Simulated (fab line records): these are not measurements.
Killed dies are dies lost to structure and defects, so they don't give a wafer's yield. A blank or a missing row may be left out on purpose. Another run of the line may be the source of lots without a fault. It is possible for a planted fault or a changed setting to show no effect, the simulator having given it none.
Problem report in the 8D (eight disciplines) form, filled by code | flow nand-harc | the parts of the form that need people (team, actions taken, sign-off) are left out

1. WHAT IS WRONG
thk-nm at NHARC_A_ONON_D1_THK_MEAS_02 reads a mean of 1471 nm on 4 wafers of 3 lots; wafers without a fault read 1000 nm with a standard deviation of 11. That puts it +43 standard deviations away from the usual mean.
The step: measures by ellipsometry.
First observed at day 8 18:31: wafer L705.1, on film-metro-01. Wafers with a number at this step in the record: 35, from 12 lots. Rule for "out", or "out of limits": more than 4 standard deviations from the usual mean. The rest of the wafers with a number are treated as sound.

2. WHAT THIS IS AND IS NOT
question                    | is                             | is not
which readings at this step | thk-nm                         | -
which lots                  | L705, L707, L711               | L701, L702, L708, L716, L717, L720, L721, L723, L724
which wafers of those lots  | L705.1, L705.3, L707.1, L711.1 | L705.2, L707.2, L707.6, L711.2
read on which gauges        | film-metro-01                  | film-metro-02
when                        | from day 8 18:31               | up to then (7 sound wafers); but 24 sound wafers of L707, L708, L711, L716, L717, L720, L721, L723, L724 came after

3. SUSPECTS, AND WHAT RULES EACH OUT
Counting: if a tool at a process step up to the reading ran every lot that is out, it stays a suspect. Sound lots after the first of them don't rule it out here, since some wafers of a struck lot are sound.
- the gauge at NHARC_A_ONON_D1_THK_MEAS_02 is ruled out. All the wafers that are out were read on film-metro-01, but those of them that NHARC_END_SORT_01 has rows for are out there too, on other tools.
- pecvd-onon-01 at NHARC_A_ONON_D1_DEP_00 (target thk 1000 nm): kept. Ran every lot that is out, first one L705 (day 8 17:59); last sound lot up to then L701 (day 8 04:07).
After counting, what remains is pecvd-onon-01 at NHARC_A_ONON_D1_DEP_00.

4. THE CAUSE (what the simulator had put in)
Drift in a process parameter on pecvd-onon-01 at NHARC_A_ONON_D1_DEP_00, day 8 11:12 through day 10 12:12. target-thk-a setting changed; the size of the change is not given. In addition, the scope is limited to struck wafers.
Only this tool survived the counting.

5. THE CHAIN OF EFFECTS, in route order
Rows list readings where the struck wafers' mean (over those with a number) sits beyond 3 standard deviations from the usual. Readings are gone through only where the record gives a usual standard deviation; hours: the median, over the lots, of the time from a lot's start at the first step in this table giving one to that lot's start at this step; sigmas: the change measured in usual standard deviations.
hours | step                        | reading         | usual   | on struck wafers | change | sigmas
0     | NHARC_A_ONON_D1_THK_MEAS_02 | thk-nm          | 1000 nm | 1471             | +471   | +43
286   | NHARC_END_SORT_01           | killed-at-array | 29      | 673              | +644   | +54
286   | NHARC_END_SORT_01           | killed-dies     | 34      | 677              | +643   | +54

6. WHAT WOULD HAVE CAUGHT IT SOONER
The first out-of-limits reading at a measuring or inspecting step in this record came at day 8 18:31, 7 hours after the fault's start at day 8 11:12.
Tool readings at NHARC_A_ONON_D1_DEP_00 with a usual standard deviation given in the record: none out on any struck wafer, hence no alarm at a limit of 4 standard deviations on them.
Among the 3 lots that are out, L707, L711 began NHARC_A_ONON_D1_DEP_00 on pecvd-onon-01 after day 8 18:31. A hold on the tool at that time would have spared those 2.
